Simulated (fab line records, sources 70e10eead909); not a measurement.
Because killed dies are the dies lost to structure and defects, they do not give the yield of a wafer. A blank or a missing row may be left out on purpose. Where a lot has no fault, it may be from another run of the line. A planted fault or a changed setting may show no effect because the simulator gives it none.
Check of tool commonality + flow nand harc + Lots sampled 14, wafers sampled 42

THE REASON FOR OPENING IT
At NHARC_A_ONON_D1_THK_MEAS_30 the reading thk nm is flagged on 2 of 14 lots. Fault-free wafers read 1001 nm, with a standard deviation of 11.
Rule: a lot is flagged when every wafer of it that has a number lies more than 4 standard deviations from that mean, or none has a number. The other lots count as sound.

| lot  | measured     | on            | thk nm (nm), wafer by wafer | flag    |
|------|--------------|---------------|-----------------------------|---------|
| L627 | day 8 16:56  | film metro-01 | 999 997 997                 |         |
| L628 | day 9 06:02  | film metro-02 | 995 995 995                 |         |
| L629 | day 9 21:13  | film metro-01 | 987 987 987                 |         |
| L630 | day 10 03:17 | film metro-02 | 1009 1010 1009              |         |
| L631 | day 10 12:24 | film metro-02 | 1005 1006 1006              |         |
| L634 | day 11 15:05 | film metro-02 | 995 994 995                 |         |
| L636 | day 12 05:16 | film metro-02 | 1003 1003 1003              |         |
| L635 | day 12 05:16 | film metro-01 | 1020 1023 1022              |         |
| L639 | day 14 07:51 | film metro-01 | 988 987 988                 |         |
| L641 | day 15 04:50 | film metro-01 | 995 993 994                 |         |
| L642 | day 15 05:10 | film metro-01 | 984 984 984                 |         |
| L643 | day 15 11:50 | film metro-02 | 1004 1004 1005              |         |
| L648 | day 17 02:50 | film metro-01 | 1745 1743 1743              | FLAGGED |
| L649 | day 17 18:59 | film metro-02 | 1756 1757 1755              | FLAGGED |
The mean of the flagged lots' numbers is 1750 nm, +749 nm from the usual (+68 standard deviations).

LOT BY LOT: THE TOOL USED
The record keeps 1 process step preceding the reading, out of 1302 steps on the route. In each cell: the tool, then ch and the chambers that the sampled wafers went through, then the start.
| lot  | flag    | NHARC_A_ONON_D1_DEP_28           |
|------|---------|----------------------------------|
| L627 |         | pecvd onon-03 ch 0, day 8 16:26  |
| L628 |         | pecvd onon-04 ch 0, day 9 05:38  |
| L629 |         | pecvd onon-04 ch 0, day 9 20:42  |
| L630 |         | pecvd onon-03 ch 0, day 10 02:47 |
| L631 |         | pecvd onon-04 ch 0, day 10 11:53 |
| L634 |         | pecvd onon-04 ch 0, day 11 14:34 |
| L636 |         | pecvd onon-04 ch 0, day 12 04:49 |
| L635 |         | pecvd onon-01 ch 0, day 12 04:56 |
| L639 |         | pecvd onon-01 ch 0, day 14 07:20 |
| L641 |         | pecvd onon-03 ch 0, day 15 04:26 |
| L642 |         | pecvd onon-04 ch 0, day 15 04:40 |
| L643 |         | pecvd onon-01 ch 0, day 15 11:23 |
| L648 | FLAGGED | pecvd onon-04 ch 0, day 17 02:17 |
| L649 | FLAGGED | pecvd onon-04 ch 0, day 17 18:28 |
What the steps here do:
- NHARC_A_ONON_D1_DEP_28: target thk 1000 nm.
- NHARC_A_ONON_D1_THK_MEAS_30: measures by ellipsometry.

FLAGGED OVER TOTAL, TOOL BY TOOL (the gauges that took the reading come last)
| step                        | tool          | lots run | flagged | share of the flagged lots | sound lots run after its first flagged lot |
|-----------------------------|---------------|----------|---------|---------------------------|--------------------------------------------|
| NHARC_A_ONON_D1_DEP_28      | pecvd onon-01 | 3        | 0       | none                      | -                                          |
| NHARC_A_ONON_D1_DEP_28      | pecvd onon-03 | 3        | 0       | none                      | -                                          |
| NHARC_A_ONON_D1_DEP_28      | pecvd onon-04 | 8        | 2       | all                       | 0                                          |
| NHARC_A_ONON_D1_THK_MEAS_30 | film metro-01 | 7        | 1       | some                      | 0                                          |
| NHARC_A_ONON_D1_THK_MEAS_30 | film metro-02 | 7        | 1       | some                      | 0                                          |

WHAT THE TABLE ALLOWS
Rows of the table that ran each flagged lot: 1, that is pecvd onon-04 at NHARC_A_ONON_D1_DEP_28.
- pecvd onon-04 at NHARC_A_ONON_D1_DEP_28: 2 of its 8 lots flagged. Last sound lot L642 at day 15 04:40, first flagged lot L648 at day 17 02:17; a fault beginning in between fits.
What remains is a single tool, pecvd onon-04 at NHARC_A_ONON_D1_DEP_28.

WHAT THE SIMULATOR HAD PUT IN
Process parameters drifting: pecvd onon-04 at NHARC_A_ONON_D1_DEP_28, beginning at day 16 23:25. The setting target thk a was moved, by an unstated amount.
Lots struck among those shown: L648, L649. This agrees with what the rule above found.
